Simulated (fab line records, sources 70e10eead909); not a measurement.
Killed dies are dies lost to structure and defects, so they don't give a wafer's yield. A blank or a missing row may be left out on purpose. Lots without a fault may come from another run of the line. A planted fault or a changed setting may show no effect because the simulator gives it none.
One fault seen from 2 desks | flow nand_harc | each desk has only its own numbers; what lay behind them comes last

THE METROLOGY DESK
What the gauges read, lot by lot, whatever tool the lot ran on: means of the sampled wafers that have a number. A lot is out of limits, marked OUT, if its mean lies more than 4 standard deviations from the usual mean; the brackets give that distance.
Columns: A = cd_nm at NHARC_A_CONTACT_CD_MEAS_15, usual 190.2 nm
lot  | first seen here | A
L453 | day 23 06:32    | 189.0
L455 | day 23 08:29    | 190.6
L458 | day 24 08:18    | 190.2
L456 | day 24 10:10    | 189.1
L460 | day 25 17:01    | 190.0
L462 | day 26 18:59    | 190.0
L461 | day 27 06:43    | 190.0
L463 | day 27 11:05    | 190.7
L467 | day 28 11:43    | 191.0
L473 | day 31 15:14    | 190.3
L474 | day 32 09:53    | 189.6
This desk's finding: nothing out of limits on any of the 11 lots.

THE TOOL OWNER'S DESK: cvd_w-01
The tool's own readings at NHARC_A_CONTACT_CVD_19 (deposits W, target thk 300 nm, time 802 s): means of the sampled wafers that have a number, for each lot that ran on this tool. A lot is out of limits, marked OUT, if its mean lies more than 4 standard deviations from the usual mean; the brackets give that distance.
Columns: A = heater_power_w at NHARC_A_CONTACT_CVD_19, usual 487 W; B = mfc_h2_sccm at NHARC_A_CONTACT_CVD_19, usual 1599 sccm; C = throttle_valve_pct at NHARC_A_CONTACT_CVD_19, usual 7.94 %
lot  | first seen here | A   | B    | C
L453 | day 23 07:55    | 496 | 1608 | 7.85
L458 | day 24 09:26    | 473 | 1595 | 8.14
L460 | day 25 18:09    | 472 | 1601 | 7.72
L462 | day 26 20:07    | 488 | 1600 | 7.91
L461 | day 27 07:52    | 480 | 1596 | 7.99
L463 | day 27 12:28    | 487 | 1598 | 7.94
L474 | day 32 11:20    | 500 | 1600 | 7.98
This desk's finding: nothing out of limits on any of the 7 lots.

PUT TOGETHER
The metrology desk saw nothing out of limits.
The tool owner's desk saw nothing out of limits.

WHAT THE SIMULATOR HAD PUT IN
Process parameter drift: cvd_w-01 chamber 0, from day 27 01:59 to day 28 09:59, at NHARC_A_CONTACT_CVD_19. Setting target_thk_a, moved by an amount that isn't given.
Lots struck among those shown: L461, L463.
